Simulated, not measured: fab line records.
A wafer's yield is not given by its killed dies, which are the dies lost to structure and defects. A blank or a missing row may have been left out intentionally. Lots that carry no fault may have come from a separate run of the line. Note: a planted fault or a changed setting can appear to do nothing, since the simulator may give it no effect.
Chamber matching -- flow n5 finfet -- pecvd-04 running N5_BEOL_M9_ILD_DEP_00: 3 sister chambers
The step deposits SiCOH lowk from DEMS/porogen, target thk 308.51 nm, time 58 s. 24 wafers are shown with their chamber, then 12 later ones without.

WAFERS PAIRED WITH THEIR CHAMBERS
wafer,chamber,throttle valve pct (%),showerhead plenum p Torr (Torr),heater power outer w (W)
L074.2,0,14.0,5.745,159
L074.3,2,13.4,5.737,191
L074.4,2,13.5,5.713,205
L075.1,1,13.7,5.724,175
L075.2,2,13.3,5.707,182
L075.3,0,14.3,5.755,188
L077.3,2,13.4,5.730,203
L077.4,1,13.6,5.736,164
L077.6,2,13.8,5.727,211
L078.4,0,14.1,5.749,174
L078.5,1,13.5,5.729,171
L078.6,2,13.6,5.720,217
L081.1,0,14.2,5.761,145
L081.2,1,13.1,5.716,155
L081.6,2,13.4,5.713,231
L083.3,1,13.5,5.725,179
L083.4,0,14.2,5.749,136
L083.5,1,13.1,5.726,123
L088.1,0,14.2,5.756,181
L088.4,1,13.4,5.734,141
L088.5,0,14.1,5.745,187
L090.2,1,13.4,5.728,185
L090.3,2,13.9,5.720,221
L090.5,2,13.5,5.724,229

SIGNATURES (averages over the wafers above)
reading,chamber 0,chamber 1,chamber 2,scatter within a chamber
throttle valve pct,14.157,13.412,13.533,0.183
showerhead plenum p Torr,5.75143,5.72725,5.72122,0.00755
heater power outer w,167.14,161.62,210.00,19.4
Rule: for a wafer and a chamber, the distance is found by dividing, reading by reading, the gap between the wafer's reading and the chamber's mean by the reading's scatter, squaring, summing and taking the root. If the next closest chamber is less than 2 further off than the closest, the wafer can't be placed; otherwise it belongs to the closest. The scatter: take each reading less its chamber's mean, square it, sum over the shown wafers, divide by the number of wafers less the number of chambers, and take the root.

WAFERS WITHOUT THEIR CHAMBER
wafer,throttle valve pct (%),showerhead plenum p Torr (Torr),heater power outer w (W)
L091.1,13.2,5.730,153
L091.4,14.0,5.740,171
L091.5,13.2,5.720,162
L096.1,14.1,5.745,146
L096.2,13.1,5.728,129
L096.4,14.2,5.751,154
L095.2,13.6,5.708,220
L095.4,14.2,5.741,153
L095.6,13.3,5.718,151
L097.2,13.2,5.744,178
L097.4,13.4,5.723,186
L097.5,13.6,5.714,201

CHAMBER TAKEN BY EACH
wafer,from the rows above,in truth
L091.1,1,1
L091.4,can't be placed: 0 or 1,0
L091.5,can't be placed: 1 or 2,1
L096.1,0,0
L096.2,1,1
L096.4,0,0
L095.2,2,2
L095.4,0,0
L095.6,can't be placed: 1 or 2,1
L097.2,can't be placed: 1 or 2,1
L097.4,can't be placed: 1 or 2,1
L097.5,can't be placed: 2 or 1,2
Placed correctly: 6 of 12. Not placeable from these rows: 6 (in 6, the candidates include the true chamber). Placed wrongly: 0.
